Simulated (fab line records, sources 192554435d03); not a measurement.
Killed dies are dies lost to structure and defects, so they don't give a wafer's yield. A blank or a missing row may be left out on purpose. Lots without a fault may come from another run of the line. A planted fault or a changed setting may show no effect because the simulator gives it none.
Chamber matching | flow n5_finfet | N5_GATE_CUT_STRIP_59 on rie_diel-04: 4 sister chambers
The step strips in N2/H2, time 20 s. 18 wafers are shown with their chamber, then 9 later ones without.

WAFERS WITH THEIR CHAMBER
wafer  | chamber | drypump_motor_current_A (A) | showerhead_plenum_p_Torr (Torr) | throttle_valve_pct (%)
L076.1 | 1       | 5.3                         | 3.32                            | 12.59
L076.3 | 2       | 6.4                         | 3.46                            | 12.21
L076.6 | 2       | 6.4                         | 3.46                            | 12.24
L078.2 | 2       | 6.4                         | 3.46                            | 12.23
L078.4 | 2       | 6.4                         | 3.46                            | 12.24
L078.5 | 1       | 5.4                         | 3.32                            | 12.58
L081.1 | 2       | 6.4                         | 3.45                            | 12.22
L081.4 | 3       | 5.7                         | 3.48                            | 12.16
L081.5 | 0       | 5.9                         | 3.38                            | 12.02
L086.1 | 3       | 5.7                         | 3.47                            | 12.19
L086.3 | 2       | 6.4                         | 3.45                            | 12.27
L086.4 | 0       | 5.9                         | 3.37                            | 12.05
L088.1 | 3       | 5.7                         | 3.47                            | 12.20
L088.4 | 0       | 5.9                         | 3.37                            | 12.05
L088.5 | 0       | 5.9                         | 3.37                            | 12.04
L091.3 | 2       | 6.4                         | 3.45                            | 12.28
L091.4 | 3       | 5.7                         | 3.47                            | 12.20
L091.6 | 0       | 5.9                         | 3.37                            | 12.07

SIGNATURES (means of the wafers above)
reading                  | chamber 0 | chamber 1 | chamber 2 | chamber 3 | scatter within a chamber
drypump_motor_current_A  | 5.900     | 5.350     | 6.400     | 5.700     | 0.0189
showerhead_plenum_p_Torr | 3.3720    | 3.3200    | 3.4557    | 3.4725    | 0.00483
throttle_valve_pct       | 12.0460   | 12.5850   | 12.2414   | 12.1875   | 0.0213
Rule: a wafer's distance from a chamber is the root of the sum, over the readings, of the square of ((its reading less the chamber's mean) divided by the reading's scatter). The wafer belongs to the nearest chamber; if the next one is less than 2 further off, it can't be placed. The scatter: the root of (the sum of the squares of (reading less its chamber's mean) over the shown wafers, divided by (wafers less chambers)).

WAFERS WITHOUT THEIR CHAMBER
wafer  | drypump_motor_current_A (A) | showerhead_plenum_p_Torr (Torr) | throttle_valve_pct (%)
L090.1 | 6.4                         | 3.45                            | 12.29
L090.3 | 5.7                         | 3.47                            | 12.22
L090.5 | 5.4                         | 3.31                            | 11.93
L093.3 | 6.4                         | 3.44                            | 12.30
L093.4 | 5.7                         | 3.46                            | 12.23
L093.6 | 5.7                         | 3.46                            | 12.22
L096.1 | 5.7                         | 3.46                            | 12.23
L096.5 | 6.4                         | 3.44                            | 12.30
L096.6 | 5.3                         | 3.31                            | 11.96

WHICH CHAMBER EACH WENT THROUGH
wafer  | from the rows above     | in truth
L090.1 | 2                       | 2
L090.3 | 3                       | 3
L090.5 | can't be placed: 0 or 1 | 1
L093.3 | 2                       | 2
L093.4 | 3                       | 3
L093.6 | 3                       | 3
L096.1 | 3                       | 3
L096.5 | 2                       | 2
L096.6 | 1                       | 1
Placed correctly: 8 of 9. Can't be placed from these rows: 1 (the true chamber is among the candidates in 1). Placed wrongly: 0.
